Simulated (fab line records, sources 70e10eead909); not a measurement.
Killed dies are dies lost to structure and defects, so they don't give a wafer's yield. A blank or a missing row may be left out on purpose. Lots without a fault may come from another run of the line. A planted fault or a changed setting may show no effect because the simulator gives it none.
A struck lot beside a sound one | flow nand_harc | 15 steps out of a route of 1302
Sound: wafers L151.1, L151.2, L151.5. Struck: wafers L145.1, L145.2, L145.3. The cause comes at the end.
At each step with rows: each side's tool, then ch and its chambers, then its first start. Under that, the readings that differ: sound wafers | struck wafers | difference of the means | sigmas: that difference in standard deviations of wafers without a fault.
alike: readings whose means differ by less than 2 such deviations, and words and numbers that are the same on both sides. not compared: withheld readings, readings that some wafer has no value for, bounds like >300 that may hide the same value, and numbers for which the record gives no deviation and whose values overlap.
The two part at a step that has a row with sigmas, a row that says differs or no value, or rows on one side only. Numbers that don't overlap but have no deviation are shown without sigmas and don't part them. A reading that every wafer of one side lacks parts them only if that side has two wafers or more.

first, 2 steps without rows for these wafers: NHARC_A_CONTACT_PEB_67 (peb time 65 s); NHARC_A_CONTACT_DEVELOP_68 (develop time 35 s).
NHARC_A_CONTACT_CD_MEAS_69: target cd 300 nm.
  sound on cd_sem-03 ch 0, day 29 21:31; struck on cd_sem-03 ch 0, day 26 10:25
  reading    | sound             | struck            | difference | sigmas
  cd_nm (nm) | 300.0 299.8 299.5 | 301.4 300.0 300.9 | +1.0       | +2
NHARC_A_CONTACT_OVL_MEAS_70:
  sound on overlay-01, day 29 21:37; struck on overlay-01, day 26 10:30
  alike: overlay_x_nm, overlay_y_nm
NHARC_A_CONTACT_INSPECT_71:
  sound on defect_inspect-02, day 29 21:39; struck on defect_inspect-02, day 26 10:32
  alike: raw_defect_count
then, 2 steps without rows for these wafers: NHARC_A_CONTACT_DESCUM_74 (chemistry O2, time 3 s); NHARC_A_CONTACT_ETCH_75 (etches the open film in CF4, target depth 39 nm, time 65 s).
NHARC_A_CONTACT_ETCH_76: etches the open film in N2/H2, target depth 260 nm, time 475.3 s.
  sound on rie_diel-12 ch 1,3; struck on rie_diel-10 ch 1,2,3
  alike: bias_w, chamber_pressure_mTorr, drypump_motor_current_A, oes_product_au, rf_fwd_power_W, rf_vpp_V, showerhead_plenum_p_Torr, throttle_valve_pct
  not compared: rf_hours_counter_h
NHARC_A_CONTACT_ETCH_77: etches the open film in CF4/CHF3, target depth 108.9 nm, time 54.5 s.
  sound on rie_diel-12 ch 1,2,3; struck on rie_diel-10 ch 0,1,3
  alike: bias_w, cf4_flow_sccm, drypump_motor_current_A, oes_product_au, rf_fwd_power_W, rf_vpp_V, showerhead_plenum_p_Torr, throttle_valve_pct
  not compared: rf_hours_counter_h
NHARC_A_CONTACT_ETCH_78: etches the open film in O2/COS, target depth 5300 nm, time 1378 s.
  sound on rie_diel-12 ch 2,3; struck on rie_diel-10 ch 0,1,3
  alike: bias_w, chamber_pressure_mTorr, cos_flow_sccm, drypump_motor_current_A, o2_flow_sccm, oes_product_au, rf_fwd_power_W, rf_vpp_V, showerhead_plenum_p_Torr, throttle_valve_pct
  not compared: rf_hours_counter_h
NHARC_A_CONTACT_ETCH_124: etches the open film in C4F8/O2/Ar, time 140 s, target depth 700 nm.
  sound on har_cap_etch-02 ch 0,1, day 29 23:14; struck on har_cap_etch-02 ch 0,1, day 26 12:09
  alike: chamber_pressure_mTorr, oes_air_line_au
  not compared: rf_hours_counter_h
NHARC_A_CONTACT_ETCH_125: etches the open film in C4F8/O2/Ar, time 197 s, target depth 1918 nm.
  sound on har_cap_etch-02 ch 0,1, day 29 23:26; struck on har_cap_etch-02 ch 0,1, day 26 12:21
  alike: chamber_pressure_mTorr, oes_air_line_au
  not compared: rf_hours_counter_h
NHARC_A_CONTACT_ETCH_126: etches the open film in C4F8/O2/Ar, time 197 s, target depth 1918 nm.
  sound on har_cap_etch-02 ch 0,1, day 29 23:37; struck on har_cap_etch-02 ch 0,1, day 26 12:31
  no value came back on the struck wafers for chamber_pressure_mTorr (mTorr), oes_air_line_au (a.u.); on the sound wafers chamber_pressure_mTorr (mTorr) reads 19.971 20.003 20.000
  not compared: rf_hours_counter_h
then, 1 step without rows for these wafers: NHARC_A_CONTACT_ETCH_127 (etches the open film in C4F8/O2/Ar, time 197 s, target depth 1918 nm).
-- the record jumps here: 2 days lie between the struck wafers' starts before and after (it left off in module A_CONTACT and takes up again in module END, whose first step shown is number 1302 of the route) --
NHARC_END_SORT_01:
  the record has rows for the struck wafers here (prober-01 ch 0, day 28 19:38) and none for the sound ones

WHERE THEY PART
First at NHARC_A_CONTACT_CD_MEAS_69; last, within this record, at NHARC_END_SORT_01.

WHY: what the simulator had put in
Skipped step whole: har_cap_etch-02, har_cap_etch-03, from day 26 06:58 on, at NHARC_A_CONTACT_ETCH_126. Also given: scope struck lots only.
